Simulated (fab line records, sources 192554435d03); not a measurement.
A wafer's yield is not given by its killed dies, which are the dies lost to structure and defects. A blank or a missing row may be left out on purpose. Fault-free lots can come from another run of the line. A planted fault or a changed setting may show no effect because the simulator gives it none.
Which tool is to blame? | flow n5_finfet | 72 wafers from 24 lots sampled at 4 of the route's 1938 steps

## WHAT EACH GAUGE READ, for each wafer
N5_BEOL_M1_CD_MEAS_35: target cd 18 nm, target cd y 21 nm.
lot  | measured     | on        | cd_nm (nm)
L074 | day 6 14:10  | cd_sem-02 | 17.4 17.3 17.4
L075 | day 6 22:46  | cd_sem-02 | 18.4 17.9 17.9
L076 | day 6 22:53  | cd_sem-03 | 18.7 17.9 18.1
L078 | day 7 06:38  | cd_sem-02 | 17.9 17.8 18.2
L077 | day 7 03:19  | cd_sem-03 | 17.6 17.6 17.7
L079 | day 7 17:52  | cd_sem-01 | 17.2 17.4 17.7
L080 | day 8 05:42  | cd_sem-03 | 17.5 17.9 17.9
L081 | day 8 14:08  | cd_sem-01 | 17.5 18.1 18.3
L082 | day 8 17:26  | cd_sem-02 | 18.1 18.1 17.5
L083 | day 8 21:42  | cd_sem-01 | 18.0 17.3 17.7
L085 | day 8 21:58  | cd_sem-03 | 17.9 18.1 18.4
L084 | day 9 02:39  | cd_sem-03 | 18.2 17.5 18.4
L086 | day 9 08:28  | cd_sem-01 | 18.0 18.3 18.0
L088 | day 9 18:55  | cd_sem-02 | 17.6 17.9 18.2
L087 | day 10 05:05 | cd_sem-03 | 18.0 17.9 18.6
L089 | day 10 09:13 | cd_sem-02 | 17.6 16.9 18.4
L090 | day 10 17:28 | cd_sem-02 | 18.2 18.0 17.9
L091 | day 10 22:48 | cd_sem-02 | 17.6 18.3 17.5
L092 | day 11 09:17 | cd_sem-03 | 17.9 17.9 17.9
L094 | day 11 15:43 | cd_sem-02 | 18.2 17.9 18.1
L093 | day 11 18:01 | cd_sem-02 | 18.9 18.1 17.9
L096 | day 11 19:32 | cd_sem-03 | 17.8 17.6 17.9
L095 | day 11 19:43 | cd_sem-01 | 18.8 17.4 17.8
L097 | day 12 05:10 | cd_sem-01 | 18.1 17.7 18.0

## WHICH TOOL RAN EACH LOT (tool, then ch and the chambers of the sampled wafers, then the start)
lot  | N5_BEOL_M1_ETCH_74                 | N5_BEOL_M1_ETCH_69                 | N5_BEOL_M1_VIA_ETCH_34
L074 | rie_diel-03 ch 0,2,3, day 6 01:40  | rie_diel-01 ch 1,2,3, day 6 02:40  | rie_diel-03 ch 0,2, day 6 13:45
L075 | rie_diel-03 ch 0,2, day 6 05:21    | rie_diel-02 ch 1,2,3, day 6 06:22  | rie_diel-03 ch 1,2,3, day 6 22:21
L076 | rie_diel-03 ch 0,2,3, day 6 08:24  | rie_diel-02 ch 1,2,3, day 6 09:17  | rie_diel-02 ch 0,3, day 6 22:28
L078 | rie_diel-01 ch 0,2,3, day 6 23:46  | rie_diel-03 ch 0,1,2, day 7 00:44  | rie_diel-03 ch 1,2,3, day 7 06:14
L077 | rie_diel-01 ch 1,2,3, day 7 00:02  | rie_diel-02 ch 0,1,3, day 7 01:22  | rie_diel-02 ch 1,2,3, day 7 02:55
L079 | rie_diel-01 ch 0,1,3, day 7 13:08  | rie_diel-02 ch 1,2,3, day 7 14:09  | rie_diel-03 ch 0,1,3, day 7 17:28
L080 | rie_diel-03 ch 0,1,2, day 8 02:47  | rie_diel-01 ch 0,1,3, day 8 04:31  | rie_diel-01 ch 0,1,3, day 8 05:11
L081 | rie_diel-02 ch 1,2,3, day 8 03:46  | rie_diel-02 ch 0,1,3, day 8 04:52  | rie_diel-03 ch 1,3, day 8 13:43
L082 | rie_diel-02 ch 0,2,3, day 8 10:08  | rie_diel-02 ch 1,2,3, day 8 11:01  | rie_diel-02 ch 0,1, day 8 17:01
L083 | rie_diel-03 ch 0,1,3, day 8 17:58  | rie_diel-02 ch 0,1,3, day 8 18:55  | rie_diel-01 ch 0,1,3, day 8 21:17
L085 | rie_diel-02 ch 0,2,3, day 8 18:08  | rie_diel-03 ch 0,3, day 8 19:02    | rie_diel-02 ch 0,1,3, day 8 21:34
L084 | rie_diel-03 ch 0,1,3, day 8 22:02  | rie_diel-02 ch 0,1,3, day 8 22:56  | rie_diel-01 ch 1,2,3, day 9 02:14
L086 | rie_diel-02 ch 0,1, day 9 01:37    | rie_diel-03 ch 0,2, day 9 02:38    | rie_diel-02 ch 0,3, day 9 08:04
L088 | rie_diel-01 ch 0,1,3, day 9 14:38  | rie_diel-02 ch 0,2,3, day 9 15:31  | rie_diel-02 ch 1,2,3, day 9 18:31
L087 | rie_diel-01 ch 0,3, day 9 20:08    | rie_diel-03 ch 0,2,3, day 9 21:03  | rie_diel-01 ch 0,1,2, day 10 04:40
L089 | rie_diel-01 ch 0,2, day 10 05:10   | rie_diel-01 ch 0,2, day 10 06:28   | rie_diel-03 ch 0,1,2, day 10 08:48
L090 | rie_diel-01 ch 1,2,3, day 10 11:06 | rie_diel-01 ch 0,1,3, day 10 12:34 | rie_diel-03 ch 0,2,3, day 10 17:02
L091 | rie_diel-03 ch 0,1,3, day 10 17:58 | rie_diel-03 ch 0,1,3, day 10 19:13 | rie_diel-01 ch 0,1, day 10 22:23
L092 | rie_diel-03 ch 1,2,3, day 11 04:47 | rie_diel-02 ch 0,2, day 11 05:52   | rie_diel-01 ch 0,3, day 11 08:53
L094 | rie_diel-03 ch 1,2,3, day 11 05:03 | rie_diel-02 ch 0,2,3, day 11 06:09 | rie_diel-02 ch 0,3, day 11 15:19
L093 | rie_diel-02 ch 1,2,3, day 11 09:40 | rie_diel-02 ch 0,3, day 11 10:41   | rie_diel-02 ch 0,1, day 11 17:37
L096 | rie_diel-02 ch 0,1,2, day 11 13:23 | rie_diel-03 ch 0,2,3, day 11 14:24 | rie_diel-02 ch 0,1, day 11 19:08
L095 | rie_diel-01 ch 1,3, day 11 14:11   | rie_diel-03 ch 0,3, day 11 15:11   | rie_diel-03 ch 0,2, day 11 19:19
L097 | rie_diel-03 ch 0,2, day 11 23:44   | rie_diel-03 ch 0,1, day 12 00:44   | rie_diel-01 ch 0,3, day 12 04:45
- N5_BEOL_M1_ETCH_74: etches underlayer in N2/H2, target depth 6.5 nm, time 5.2 s.
- N5_BEOL_M1_ETCH_69: etches SiARC in CF4, target depth 15.6 nm, time 26 s.
- N5_BEOL_M1_VIA_ETCH_34: etches the open film in C4F6/O2, target depth 67.8 nm, time 64.4 s.

## AS READ BY THE TOOLS THEMSELVES (means over the sampled wafers that have a number; for cases with no such wafer, the mark the record gives instead)
N5_BEOL_M1_ETCH_74.
lot  | tool        | drypump_motor_current_A (A) | etch_rf_on_time_s (s) | oes_product_au (a.u.) | rf_vpp_V (V) | showerhead_plenum_p_Torr (Torr) | throttle_valve_pct (%)
L074 | rie_diel-03 | 5.5                         | 5.28                  | 0.64                  | 523.4        | 2.53                            | 18.2
L075 | rie_diel-03 | 5.7                         | 5.13                  | 0.62                  | 523.8        | 2.55                            | 18.4
L076 | rie_diel-03 | 5.5                         | 5.29                  | 0.63                  | 523.8        | 2.53                            | 18.2
L078 | rie_diel-01 | 6.2                         | 5.14                  | 0.64                  | 524.2        | 2.53                            | 17.9
L077 | rie_diel-01 | 5.8                         | 5.08                  | 0.65                  | 521.9        | 2.50                            | 18.0
L079 | rie_diel-01 | 5.9                         | 5.08                  | 0.64                  | 520.5        | 2.46                            | 18.0
L080 | rie_diel-03 | 5.5                         | 5.24                  | 0.60                  | 524.1        | 2.55                            | 18.4
L081 | rie_diel-02 | 5.6                         | 5.36                  | 0.66                  | 522.9        | 2.51                            | 17.8
L082 | rie_diel-02 | 5.6                         | 5.30                  | 0.71                  | 523.9        | 2.57                            | 17.6
L083 | rie_diel-03 | 5.2                         | 5.39                  | 0.61                  | 523.7        | 2.54                            | 18.2
L085 | rie_diel-02 | 5.6                         | 5.30                  | 0.71                  | 524.6        | 2.57                            | 17.6
L084 | rie_diel-03 | 5.2                         | 5.41                  | 0.60                  | 523.3        | 2.54                            | 18.2
L086 | rie_diel-02 | 5.6                         | 5.34                  | 0.69                  | 521.8        | 2.49                            | 17.9
L088 | rie_diel-01 | 5.9                         | 5.09                  | 0.63                  | 521.2        | 2.45                            | 18.0
L087 | rie_diel-01 | 6.3                         | 5.02                  | 0.63                  | 522.3        | 2.48                            | 17.9
L089 | rie_diel-01 | 6.3                         | 5.26                  | 0.62                  | 524.9        | 2.55                            | 17.6
L090 | rie_diel-01 | 5.8                         | 5.09                  | 0.63                  | 523.1        | 2.49                            | 18.0
L091 | rie_diel-03 | 5.2                         | 5.34                  | 0.59                  | 524.3        | 2.53                            | 18.3
L092 | rie_diel-03 | 5.4                         | 5.25                  | 0.66                  | 522.1        | 2.47                            | 18.2
L094 | rie_diel-03 | 5.4                         | 5.32                  | 0.65                  | 523.0        | 2.47                            | 18.2
L093 | rie_diel-02 | 5.6                         | 5.31                  | 0.64                  | 523.3        | 2.50                            | 17.9
L096 | rie_diel-02 | 5.7                         | 5.28                  | 0.68                  | 523.2        | 2.52                            | 17.8
L095 | rie_diel-01 | 5.6                         | 5.05                  | 0.63                  | 520.3        | 2.42                            | 18.2
L097 | rie_diel-03 | 5.7                         | 5.11                  | 0.73                  | 523.3        | 2.53                            | 18.1

N5_BEOL_M1_ETCH_69.
lot  | tool        | drypump_motor_current_A (A) | etch_rf_on_time_s (s) | oes_product_au (a.u.) | rf_vpp_V (V) | showerhead_plenum_p_Torr (Torr) | throttle_valve_pct (%)
L074 | rie_diel-01 | 5.8                         | 25.8                  | 0.65                  | 184.2        | 2.10                            | 15.72
L075 | rie_diel-02 | 5.6                         | 26.6                  | 0.68                  | 184.2        | 2.13                            | 15.66
L076 | rie_diel-02 | 5.6                         | 26.6                  | 0.68                  | 184.7        | 2.13                            | 15.66
L078 | rie_diel-03 | 5.5                         | 26.4                  | 0.60                  | 185.0        | 2.15                            | 16.08
L077 | rie_diel-02 | 5.5                         | 26.2                  | 0.65                  | 183.9        | 2.14                            | 15.66
L079 | rie_diel-02 | 5.6                         | 26.5                  | 0.66                  | 184.1        | 2.12                            | 15.67
L080 | rie_diel-01 | 5.9                         | 26.0                  | 0.63                  | 183.6        | 2.07                            | 15.72
L081 | rie_diel-02 | 5.5                         | 26.0                  | 0.73                  | 183.9        | 2.14                            | 15.52
L082 | rie_diel-02 | 5.6                         | 26.6                  | 0.66                  | 183.9        | 2.12                            | 15.69
L083 | rie_diel-02 | 5.5                         | 26.1                  | 0.72                  | 183.5        | 2.14                            | 15.53
L085 | rie_diel-03 | 5.3                         | 26.7                  | 0.64                  | 184.5        | 2.17                            | 15.94
L084 | rie_diel-02 | 5.5                         | 26.4                  | 0.71                  | 183.6        | 2.14                            | 15.53
L086 | rie_diel-03 | 5.5                         | 25.8                  | 0.72                  | 183.8        | 2.18                            | 15.91
L088 | rie_diel-02 | 5.6                         | 26.4                  | 0.70                  | 184.1        | 2.17                            | 15.50
L087 | rie_diel-03 | 5.5                         | 26.0                  | 0.70                  | 183.6        | 2.13                            | 15.84
L089 | rie_diel-01 | 6.2                         | 26.2                  | 0.63                  | 183.9        | 2.18                            | 15.45
L090 | rie_diel-01 | 5.9                         | 25.5                  | 0.63                  | 184.1        | 2.06                            | 15.76
L091 | rie_diel-03 | 5.2                         | 26.9                  | 0.60                  | 183.8        | 2.13                            | 16.01
L092 | rie_diel-02 | 5.7                         | 26.7                  | 0.72                  | 183.9        | 2.17                            | 15.40
L094 | rie_diel-02 | 5.6                         | 26.4                  | 0.69                  | 184.4        | 2.17                            | 15.51
L093 | rie_diel-02 | 5.5                         | 25.7                  | 0.72                  | 184.1        | 2.18                            | 15.46
L096 | rie_diel-03 | 5.5                         | 25.9                  | 0.69                  | 183.9        | 2.12                            | 15.88
L095 | rie_diel-03 | 5.3                         | 26.8                  | 0.61                  | 184.2        | 2.17                            | 15.99
L097 | rie_diel-03 | 5.3                         | 26.0                  | 0.70                  | 184.5        | 2.18                            | 15.93

N5_BEOL_M1_VIA_ETCH_34.
lot  | tool        | drypump_motor_current_A (A) | oes_product_au (a.u.) | rf_vpp_V (V) | showerhead_plenum_p_Torr (Torr) | throttle_valve_pct (%)
L074 | rie_diel-03 | 5.7                         | 0.73                  | 658          | 2.81                            | 30.9
L075 | rie_diel-03 | 5.4                         | 0.72                  | 648          | 2.77                            | 31.0
L076 | rie_diel-02 | 5.4                         | 0.78                  | 674          | 2.90                            | 30.6
L078 | rie_diel-03 | 5.4                         | 0.71                  | 648          | 2.77                            | 31.0
L077 | rie_diel-02 | 5.6                         | 0.79                  | 663          | 2.83                            | 30.7
L079 | rie_diel-03 | 5.2                         | 0.72                  | 656          | 2.82                            | 31.0
L080 | rie_diel-01 | 5.9                         | 0.75                  | 674          | 2.74                            | 30.8
L081 | rie_diel-03 | 5.1                         | 0.70                  | 650          | 2.78                            | 31.1
L082 | rie_diel-02 | 5.6                         | 0.82                  | 658          | 2.80                            | 30.9
L083 | rie_diel-01 | 5.9                         | 0.74                  | 675          | 2.74                            | 30.8
L085 | rie_diel-02 | 5.5                         | 0.84                  | 666          | 2.84                            | 30.7
L084 | rie_diel-01 | 5.8                         | 0.74                  | 668          | 2.78                            | 30.7
L086 | rie_diel-02 | 5.5                         | 0.89                  | 673          | 2.91                            | 30.6
L088 | rie_diel-02 | 5.6                         | 0.76                  | 663          | 2.82                            | 30.8
L087 | rie_diel-01 | 6.0                         | 0.74                  | 680          | 2.81                            | 30.4
L089 | rie_diel-03 | 5.5                         | 0.79                  | 660          | 2.82                            | 30.8
L090 | rie_diel-03 | 5.4                         | 0.80                  | 655          | 2.79                            | 30.7
L091 | rie_diel-01 | 5.7                         | 0.74                  | 690          | 2.73                            | 30.7
L092 | rie_diel-01 | 6.2                         | 0.71                  | 659          | 2.73                            | 31.0
L094 | rie_diel-02 | 5.4                         | 0.85                  | 673          | 2.89                            | 30.5
L093 | rie_diel-02 | 5.6                         | 0.85                  | 664          | 2.86                            | 30.8
L096 | rie_diel-02 | 5.6                         | 0.85                  | 665          | 2.86                            | 30.8
L095 | rie_diel-03 | 5.6                         | 0.78                  | 666          | 2.86                            | 30.7
L097 | rie_diel-01 | 6.3                         | 0.71                  | 671          | 2.76                            | 30.7

## THE ANSWER, worked out from the rows above alone
Rule: what is usual is taken from the lots themselves. The widest of any qualifying gaps counts: lots, ordered by their means at a reading, are off when they make up no more than a third of the lots, leave a main group of 4 or more, and stand apart from it by 3 or more times the standard deviation of that group's means. A main group is skipped when, at the precision printed for the reading in the tables above, its means are all equal. A lot without any number at a reading at which 4 lots or more have one is off too. All remaining lots with rows at the step are treated as sound. The gauges are gone through in route order, then the tools' own readings, and for those a lot's mean is taken as printed above. At the first step where some lot is off, the reading lying furthest off is the one used; lots without a number count as furthest.
Across all readings shown, no lot is off: no conclusion can be drawn from this.

## WHAT THE SIMULATOR HAD PUT IN
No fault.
